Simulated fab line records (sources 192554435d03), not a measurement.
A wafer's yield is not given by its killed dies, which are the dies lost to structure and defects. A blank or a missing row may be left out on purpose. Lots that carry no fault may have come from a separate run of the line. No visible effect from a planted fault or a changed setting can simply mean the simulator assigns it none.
fab line records	flow n5Finfet
record: lots: 9	wafers: 27	lastDay: 18
route steps=1938 shown BEOL_M8@1367
lots untouched by any fault: they come from a run of this same line in which no faults occurred
startH: the number of hours between the record's first day and the start of the first shown wafer of the lot	waitH: hours since the lot's step before	" same as the row above	L1.1+2: one row covering several wafers at once	- value missing, or start not given	* or withheld: withheld	< > ~ a bound
route shown NAME@n: names a module that has steps shown in the file, with the first one's number in the route	usual: average and standard deviation across the fault-free wafers	same: alike in all rows	chamber/n: place in a boat	sites: readings site by site	_std_site: how widely they spread, as a standard deviation	_edge_site: outer sites' mean less inner sites'	radiusMm: how far each site lies from the wafer's centre	mask NAME#n: copy n	behind: tool/chamber where the wafer was last shaped	hold: reason for holding the lot/hours on hold/outcome of the hold	device: which transistor (n, p or np) failed to switch	end of line: the route-end tests of the same wafers	for a step that has no rows: nothing shown but its recipe	killed: dies lost to structure and defects at the first sort, not the wafer's yield	map: per-die view of a wafer (x killed, . not killed, _ where there is no die)
set.NAME: the setting that was run; set.NAME@STEP: the one run at that earlier step	model.NAME: the simulator's own value behind a step, which no gauge read
the route's steps for a sample of lots (tables are steps, rows are wafers)
services: from which hour (startH, from the record's first day; less than 0 if before it) a tool's chamber was out of use, for how many hours, and why
== steps ==
step: N5_BEOL_M8_INSPECT_30
recipe: mode: adi	inspectInstrument: brightfield
usual: rawDefectCount: 381/80
lot.wafer	tool	chamber	startH	waitH	rawDefectCount
L362.3	defectInspect-02	-	228.54	0.0	274
L362.4	"	-	"	"	319
L362.6	"	-	"	"	296
L363.2	defectInspect-01	-	228.68	0.0	327
L363.4	"	-	"	"	372
L363.6	"	-	"	"	266
L369.2	defectInspect-01	-	273.19	0.0	267
L369.3	"	-	"	"	323
L369.6	"	-	"	"	284
L371.4	defectInspect-02	-	273.56	0.0	347
L371.5	"	-	"	"	320
L371.6	"	-	"	"	454
L374.3	defectInspect-01	-	293.11	0.0	255
L374.5	"	-	"	"	311
L374.6	"	-	"	"	322
L372.4	defectInspect-01	-	297.33	0.0	434
L372.5	"	-	"	"	357
L372.6	"	-	"	"	502
L377.1	defectInspect-01	-	302.75	0.1	350
L377.3	"	-	"	"	336
L377.4	"	-	"	"	413
L378.2	defectInspect-01	-	307.88	0.0	370
L378.3	"	-	"	"	380
L378.6	"	-	"	"	352
L382.2	defectInspect-02	-	346.38	0.0	453
L382.4	"	-	"	"	440
L382.6	"	-	"	"	357
step: N5_BEOL_M8_DESCUM_33
recipe: chemistry: O2	timeS: 7	sourcePowerW: 50	biasPowerW: 20	pressureMtorr: 20	rfFrequencyHz: 2.712e+07	tempC: 40	resist: CAR-EUV	o2FlowSccm: 225
usual: drypumpMotorCurrentA: 5.7/0.48	oesProductAu: 0.80/0.099	rfVppV: 243.1/1.4	showerheadPlenumPTorr: 2.08/0.068	throttleValvePct: 20.53/0.17
lot.wafer	tool	chamber	startH	waitH	drypumpMotorCurrentA	oesProductAu	rfHoursCounterH	rfVppV	showerheadPlenumPTorr	throttleValvePct
L362.3	rieDiel-02	0	228.65	0.1	5.9	0.95	15	240.8	2.06	20.44
L362.4	"	0	"	"	5.9	0.95	-	242.8	2.06	20.44
L362.6	"	3	"	"	5.4	0.98	-	245.0	2.13	20.27
L363.2	rieDiel-01	0	228.87	0.2	6.3	0.70	215	244.3	2.07	20.76
L363.4	"	2	"	"	5.1	0.72	192	242.7	2.08	20.52
L363.6	"	3	"	"	5.7	0.73	-	243.6	2.17	20.67
L369.2	rieDiel-05	1	273.22	0.0	5.2	0.81	101	242.7	2.03	20.50
L369.3	"	2	"	"	5.1	0.69	217	242.2	1.98	20.21
L369.6	"	0	"	"	5.6	1.01	-	243.1	2.06	20.37
L371.4	rieDiel-01	0	273.78	0.2	6.3	0.69	230	241.7	2.07	20.81
L371.5	"	2	"	"	5.1	0.71	-	241.7	2.08	20.58
L371.6	"	1	"	"	5.2	0.75	-	243.2	2.00	20.80
L374.3	rieDiel-01	3	293.27	0.2	5.7	0.72	213	245.7	2.16	20.69
L374.5	"	2	"	"	5.1	0.70	-	242.4	2.07	20.56
L374.6	"	1	"	"	5.2	0.74	-	243.6	1.99	20.81
L372.4	rieDiel-01	1	297.38	0.1	5.2	0.74	180	243.2	1.99	20.82
L372.5	"	3	"	"	5.7	0.73	-	245.1	2.16	20.68
L372.6	"	0	"	"	6.3	0.69	-	243.3	2.07	20.79
L377.1	rieDiel-05	0	302.79	0.0	5.6	0.96	11	242.4	2.06	20.36
L377.3	"	3	"	"	5.9	0.69	226	241.4	1.98	20.50
L377.4	"	3	"	"	5.9	0.69	-	239.4	1.98	20.52
L378.2	rieDiel-02	1	308.04	0.2	5.8	0.78	125	245.8	2.18	20.67
L378.3	"	0	"	"	5.9	0.89	45	242.5	2.05	20.49
L378.6	"	2	"	"	6.7	0.91	-	244.6	2.15	20.52
L382.2	rieDiel-05	0	346.55	0.2	5.6	0.93	26	242.8	2.06	20.40
L382.4	"	1	"	"	5.2	0.79	128	242.0	2.02	20.55
L382.6	"	1	"	"	5.2	0.78	-	243.5	2.02	20.55
step: N5_BEOL_M8_TRENCH_ETCH_37
recipe: chemistry: C4F6/O2	targetDepthA: 934.78	target: SiCOH_lowk	timeS: 31.2	ionEnergyEv: 250	pressureMtorr: 30	sourceW: 345	biasW: 185	Ar_flow_sccm: 300	C4F6_flow_sccm: 10	O2_flow_sccm: 10
usual: O2_flow_sccm: 9.999/0.03	drypumpMotorCurrentA: 5.7/0.48	oes_f_703_au: 0.80/0.097	oesProductAu: 0.80/0.1	rfFwdPowerW: 340.1/1.5	rfVppV: 668/5.4	showerheadPlenumPTorr: 2.83/0.091	throttleValvePct: 21.00/0.18
lot.wafer	tool	chamber	startH	waitH	O2_flow_sccm	drypumpMotorCurrentA	oes_f_703_au	oesProductAu	rfFwdPowerW	rfHoursCounterH	rfVppV	showerheadPlenumPTorr	throttleValvePct
L362.3	rieDiel-02	0	228.92	-	9.963	5.9	0.95	0.95	338.4	15	675	2.79	20.88
L362.4	"	0	"	"	9.997	5.9	0.94	0.95	338.6	-	675	2.79	20.87
L362.6	"	3	"	"	10.010	5.4	0.95	0.97	337.4	-	667	2.91	20.81
L363.2	rieDiel-01	0	229.14	-	9.980	6.3	0.71	0.70	340.3	215	664	2.82	21.22
L363.4	"	2	"	"	9.989	5.1	0.72	0.72	338.7	193	666	2.83	21.01
L363.6	"	3	"	"	10.045	5.7	0.73	0.74	340.5	-	679	2.95	21.12
L369.2	rieDiel-05	1	273.49	-	9.985	5.2	0.81	0.81	339.8	101	669	2.74	20.84
L369.3	"	2	"	"	10.015	5.1	0.70	0.69	339.5	217	661	2.70	20.68
L369.6	"	0	"	"	9.973	5.7	0.98	1.01	341.3	-	673	2.80	20.83
L371.4	rieDiel-01	0	274.05	-	9.950	6.3	0.51	0.65	256.2	231	766	2.81	21.25
L371.5	"	2	"	"	9.998	5.1	0.50	0.65	255.1	-	768	2.82	20.99
L371.6	"	1	"	"	10.002	5.2	0.53	0.69	256.0	-	769	2.73	21.31
L374.3	rieDiel-01	3	293.54	-	9.970	5.8	0.53	0.68	258.9	213	780	2.94	21.16
L374.5	"	2	"	"	9.967	5.1	0.50	0.65	255.5	-	767	2.82	21.02
L374.6	"	1	"	"	10.009	5.2	0.52	0.69	259.2	-	772	2.72	21.32
L372.4	rieDiel-01	1	297.66	-	10.041	5.2	0.52	0.69	258.0	180	770	2.72	21.33
L372.5	"	3	"	"	9.948	5.7	0.52	0.68	258.2	-	779	2.94	21.17
L372.6	"	0	"	"	10.018	6.3	0.50	0.65	258.1	-	764	2.81	21.24
L377.1	rieDiel-05	0	303.06	-	9.993	5.7	0.94	0.96	343.2	11	673	2.80	20.84
L377.3	"	3	"	"	9.998	5.9	0.67	0.69	339.7	226	665	2.71	21.04
L377.4	"	3	"	"	9.996	5.9	0.67	0.68	340.9	-	666	2.71	21.03
L378.2	rieDiel-02	1	308.31	-	10.008	5.8	0.78	0.78	341.4	125	670	2.97	21.18
L378.3	"	0	"	"	9.955	5.9	0.89	0.88	339.0	45	674	2.77	20.92
L378.6	"	2	"	"	9.986	6.7	0.92	0.91	342.0	-	657	2.90	20.96
L382.2	rieDiel-05	0	346.82	-	9.952	5.7	0.90	0.93	342.6	27	674	2.79	20.85
L382.4	"	1	"	"	10.033	5.2	0.79	0.78	341.1	128	670	2.73	20.89
L382.6	"	1	"	"	10.033	5.2	0.78	0.79	340.9	-	670	2.73	20.90
step: N5_BEOL_M8_OCD_MEAS_38
usual: trenchDepthNm: 93.3/1.3
lot.wafer	tool	chamber	startH	waitH	trenchDepthNm
L362.3	ocd-01	-	229.09	-	96.3
L362.4	"	-	"	"	95.4
L362.6	"	-	"	"	93.3
L363.2	ocd-01	-	229.31	-	92.3
L363.4	"	-	"	"	93.2
L363.6	"	-	"	"	92.6
L369.2	ocd-02	-	273.65	-	92.9
L369.3	"	-	"	"	91.6
L369.6	"	-	"	"	95.1
L371.4	ocd-02	-	274.22	-	82.3
L371.5	"	-	"	"	82.3
L371.6	"	-	"	"	82.8
L374.3	ocd-02	-	293.70	-	83.5
L374.5	"	-	"	"	82.7
L374.6	"	-	"	"	83.8
L372.4	ocd-01	-	297.82	-	84.0
L372.5	"	-	"	"	83.8
L372.6	"	-	"	"	83.3
L377.1	ocd-01	-	303.22	-	95.1
L377.3	"	-	"	"	92.9
L377.4	"	-	"	"	94.0
L378.2	ocd-01	-	308.47	-	92.9
L378.3	"	-	"	"	93.2
L378.6	"	-	"	"	94.0
L382.2	ocd-01	-	346.98	-	96.1
L382.4	"	-	"	"	91.8
L382.6	"	-	"	"	93.6
step: N5_BEOL_M8_CURE_75
recipe: tempC: 370	timeS: 120	ambient: DMADMS/He	material: SiCOH_lowk
usual: lampPowerPct: 52.31/0.049	wafer_temp_C_max: 371.9/0.73
lot.wafer	tool	chamber	startH	waitH	lampPowerPct	wafer_temp_C_max
L362.3	uvCure-01	1	229.39	0.1	52.31	371.2
L362.4	"	1	"	"	52.23	371.4
L362.6	"	1	"	"	52.46	371.8
L363.2	uvCure-02	1	229.60	0.1	52.36	372.1
L363.4	"	1	"	"	52.32	371.9
L363.6	"	1	"	"	52.35	371.4
L369.2	uvCure-02	1	273.90	0.1	52.33	371.7
L369.3	"	1	"	"	52.29	371.3
L369.6	"	1	"	"	52.29	371.8
L371.4	uvCure-01	1	274.56	0.2	52.32	371.7
L371.5	"	1	"	"	52.29	371.2
L371.6	"	1	"	"	52.27	371.3
L374.3	uvCure-01	1	294.20	0.3	52.28	371.5
L374.5	"	1	"	"	52.34	370.8
L374.6	"	1	"	"	52.30	372.0
L372.4	uvCure-02	1	298.16	0.2	52.26	373.0
L372.5	"	1	"	"	52.26	371.7
L372.6	"	1	"	"	52.35	371.3
L377.1	uvCure-03	1	303.75	0.4	52.31	371.0
L377.3	"	1	"	"	52.29	371.5
L377.4	"	1	"	"	52.30	371.0
L378.2	uvCure-01	2	308.72	0.1	52.32	374.0
L378.3	"	2	"	"	52.25	373.7
L378.6	"	2	"	"	52.39	373.1
L382.2	uvCure-02	0	347.25	0.1	52.32	371.7
L382.4	"	0	"	"	52.29	373.2
L382.6	"	0	"	"	52.33	372.4
step: N5_BEOL_M8_THK_MEAS_53
recipe: thkMeasGauge: xrf	reads: Cu_of_BEOL_M8_ECD_50
usual: M8_THK: 80.7/1.6
lot.wafer	tool	chamber	startH	waitH	M8_THK[nm]
L362.3	filmMetro-02	-	231.64	-	84.1
L362.4	"	-	"	"	82.5
L362.6	"	-	"	"	81.3
L363.2	filmMetro-02	-	231.92	-	79.6
L363.4	"	-	"	"	79.4
L363.6	"	-	"	"	80.3
L369.2	filmMetro-02	-	276.02	-	80.3
L369.3	"	-	"	"	77.7
L369.6	"	-	"	"	81.7
L371.4	filmMetro-02	-	277.17	-	69.8
L371.5	"	-	"	"	68.2
L371.6	"	-	"	"	71.1
L374.3	filmMetro-01	-	297.17	-	72.3
L374.5	"	-	"	"	71.1
L374.6	"	-	"	"	72.7
L372.4	filmMetro-02	-	302.35	-	71.1
L372.5	"	-	"	"	71.4
L372.6	"	-	"	"	69.9
L377.1	filmMetro-02	-	307.27	-	84.6
L377.3	"	-	"	"	81.9
L377.4	"	-	"	"	81.6
L378.2	filmMetro-01	-	312.85	-	81.8
L378.3	"	-	"	"	82.4
L378.6	"	-	"	"	82.2
L382.2	filmMetro-02	-	349.64	-	83.9
L382.4	"	-	"	"	79.9
L382.6	"	-	"	"	81.5
step: N5_BEOL_M8_RS_MEAS_57
recipe: thkMeasGauge: four-point-probe	reads: Cu_of_BEOL_M8_ECD_50+Co_of_BEOL_M8_CVD_78+TaN_of_BEOL_M8_ALD_77
usual: M8_RS: 0.285/0.0064
lot.wafer	tool	chamber	startH	waitH	M8_RS[ohm/sq]
L362.3	filmMetro-02	-	231.77	0.1	0.272
L362.4	"	-	"	"	0.276
L362.6	"	-	"	"	0.283
L363.2	filmMetro-01	-	232.05	0.1	0.289
L363.4	"	-	"	"	0.289
L363.6	"	-	"	"	0.284
L369.2	filmMetro-02	-	276.18	0.1	0.284
L369.3	"	-	"	"	0.295
L369.6	"	-	"	"	0.280
L371.4	filmMetro-02	-	277.31	0.0	0.338
L371.5	"	-	"	"	0.346
L371.6	"	-	"	"	0.332
L374.3	filmMetro-02	-	297.30	0.1	0.325
L374.5	"	-	"	"	0.330
L374.6	"	-	"	"	0.325
L372.4	filmMetro-02	-	302.51	0.1	0.329
L372.5	"	-	"	"	0.323
L372.6	"	-	"	"	0.335
L377.1	filmMetro-01	-	307.40	0.1	0.272
L377.3	"	-	"	"	0.282
L377.4	"	-	"	"	0.283
L378.2	filmMetro-02	-	312.99	0.1	0.283
L378.3	"	-	"	"	0.281
L378.6	"	-	"	"	0.280
L382.2	filmMetro-01	-	349.77	0.1	0.271
L382.4	"	-	"	"	0.286
L382.6	"	-	"	"	0.281
== services ==
tool	chamber	startH	hours	kind
uvCure-01	-	217.50	4.4	repair
rieDiel-02	2	217.75	-	clean
rieDiel-02	2	217.75	-	consumableReplace:focusRing
rieDiel-02	2	217.75	25.7	scheduledDown
rieDiel-02	2	217.75	25.7	ventCycle
rieDiel-02	-	226.47	0.7	repair
rieDiel-02	1	237.00	5.9	repair
uvCure-03	-	249.72	1.2	repair
rieDiel-05	0	251.31	-	clean
rieDiel-05	0	251.31	-	consumableReplace:focusRing
rieDiel-05	0	251.31	19.1	scheduledDown
rieDiel-05	0	251.31	19.1	ventCycle
uvCure-02	-	259.75	6.0	pm
uvCure-02	-	265.75	1.0	pm
uvCure-02	-	299.32	24.9	pm
rieDiel-01	3	303.84	3.5	repair
rieDiel-01	0	328.81	-	clean
rieDiel-01	0	328.81	-	consumableReplace:focusRing
rieDiel-01	0	328.81	18.1	scheduledDown
rieDiel-01	0	328.81	18.1	ventCycle
== key ==
firstSign: step: N5_BEOL_M8_TRENCH_ETCH_37	reading: rfFwdPowerW	direction: down	sigmas: 57	usual: *	struck: *
effect: step: N5_BEOL_M8_TRENCH_ETCH_37	reading: rfVppV	direction: up	sigmas: 19	usual: 668	struck: 771
effect: step: N5_BEOL_M8_OCD_MEAS_38	reading: trenchDepthNm	direction: down	sigmas: 7.7	usual: 93.3	struck: 83.2
effect: step: N5_BEOL_M8_THK_MEAS_53	reading: M8_THK	direction: down	sigmas: 6.1	usual: 80.7	struck: 70.8
effect: step: N5_BEOL_M8_RS_MEAS_57	reading: M8_RS	direction: up	sigmas: 7.2	usual: 0.285	struck: 0.332
metAt N5_BEOL_M8_TRENCH_ETCH_37
struckLots L371,L372,L374
notActingAt N5_BEOL_M8_INSPECT_30,N5_BEOL_M8_DESCUM_33,N5_BEOL_M8_CURE_75
onsetBetween 229.14 274.05
fault: kind: processParameterDrift	tool: rieDiel-01	chamber: -	onsetH: 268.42	steps: N5_BEOL_M8_TRENCH_ETCH_37	channel: sourceW	offset: -82.8	shape: step	endH: 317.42	actsIn: theseRecipesOnly	stated: 345
